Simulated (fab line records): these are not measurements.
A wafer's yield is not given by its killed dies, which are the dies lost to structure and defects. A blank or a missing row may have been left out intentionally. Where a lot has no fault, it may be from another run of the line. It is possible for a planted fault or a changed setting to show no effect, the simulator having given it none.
Matching of chambers ; flow nand_harc ; NHARC_P_CONTACT_CMP_01 on cmp-03: 4 sister chambers
The step polishes SiO2, target thk 200 nm. 14 wafers are shown with their chamber, then 7 later ones without.

## WAFERS, EACH WITH ITS CHAMBER
wafer;chamber;motor_current_A (A);pad_life_wafers
L078.1;1;11.8;399
L078.3;3;11.2;397
L082.1;2;11.7;494
L082.3;3;12.3;495
L083.1;1;11.7;7
L083.3;0;9.2;6
L083.4;2;11.1;8
L086.3;1;12.6;134
L086.4;0;9.5;133
L091.2;1;11.4;276
L091.3;2;12.3;277
L091.4;3;11.9;278
L093.2;3;11.7;327
L093.3;2;12.6;326

SIGNATURES, as means of the wafers listed above
reading;chamber 0;chamber 1;chamber 2;chamber 3;scatter within a chamber
motor_current_A;9.350;11.875;11.925;11.775;0.528
pad_life_wafers;69.50;204.00;276.25;374.25;156
Rule: distance of a wafer from a chamber = root of the sum over the readings of ((wafer's reading minus chamber's mean) / reading's scatter) squared. The wafer belongs to the nearest chamber; if the next one is less than 2 further off, it can't be placed. The scatter: the root of (the sum of the squares of (reading less its chamber's mean) over the shown wafers, divided by (wafers less chambers)).

## WAFERS WITHOUT THEIR CHAMBER
wafer;motor_current_A (A);pad_life_wafers
L094.2;11.8;338
L094.3;11.6;337
L095.1;11.8;415
L095.2;11.7;414
L095.4;11.2;416
L097.1;11.4;505
L097.2;9.3;504

## THE CHAMBER EACH PASSED THROUGH
wafer;from the rows above;in truth
L094.2;can't be placed: 3 or 2 or 1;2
L094.3;can't be placed: 3 or 2 or 1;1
L095.1;can't be placed: 3 or 2 or 1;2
L095.2;can't be placed: 3 or 2 or 1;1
L095.4;can't be placed: 3 or 2 or 1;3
L097.1;can't be placed: 3 or 2 or 1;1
L097.2;can't be placed: 0 or 3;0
Correctly placed: 0 of 7. Cannot be placed on the basis of these rows: 7; the candidates contain the true chamber in 7. Wrongly placed: 0.
